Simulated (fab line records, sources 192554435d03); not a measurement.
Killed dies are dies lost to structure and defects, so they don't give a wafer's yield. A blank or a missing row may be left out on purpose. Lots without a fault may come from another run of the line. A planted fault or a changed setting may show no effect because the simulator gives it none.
Chamber matching | flow n5_finfet | N5_BEOL_M5_PRE_CLEAN_77 on cvd_co-02: 3 sister chambers
The step time 15 s. 6 wafers are shown with their chamber, then 12 later ones without.

WAFERS WITH THEIR CHAMBER
wafer  | chamber | heater_power_w (W)
L088.4 | 0       | 82
L091.4 | 0       | 85
L091.6 | 2       | 137
L090.1 | 1       | 103
L090.3 | 2       | 134
L090.5 | 1       | 103

WAFERS WITHOUT THEIR CHAMBER
wafer  | heater_power_w (W)
L093.3 | 137
L093.4 | 101
L093.6 | 104
L092.3 | 103
L092.4 | 140
L092.6 | 132
L094.1 | 104
L094.5 | 137
L094.6 | 103
L097.1 | 134
L097.2 | 102
L097.3 | 137

WHICH CHAMBER EACH WENT THROUGH
wafer  | from the rows above | in truth
L093.3 | 2                   | 2
L093.4 | 1                   | 1
L093.6 | 1                   | 1
L092.3 | 1                   | 1
L092.4 | 2                   | 2
L092.6 | 2                   | 2
L094.1 | 1                   | 1
L094.5 | 2                   | 2
L094.6 | 1                   | 1
L097.1 | 2                   | 2
L097.2 | 1                   | 1
L097.3 | 2                   | 2
Placed correctly: 12 of 12. Can't be placed from these rows: 0. Placed wrongly: 0.
How it was worked out, from the rows above alone: a wafer's distance from a chamber is the root of the sum, over the readings, of the square of ((its reading less the chamber's mean) divided by the reading's scatter). The wafer belongs to the nearest chamber; if the next one is less than 2 further off, it can't be placed. A chamber's mean is the mean of its shown wafers. The scatter: the root of (the sum of the squares of (reading less its chamber's mean) over the shown wafers, divided by (wafers less chambers)).
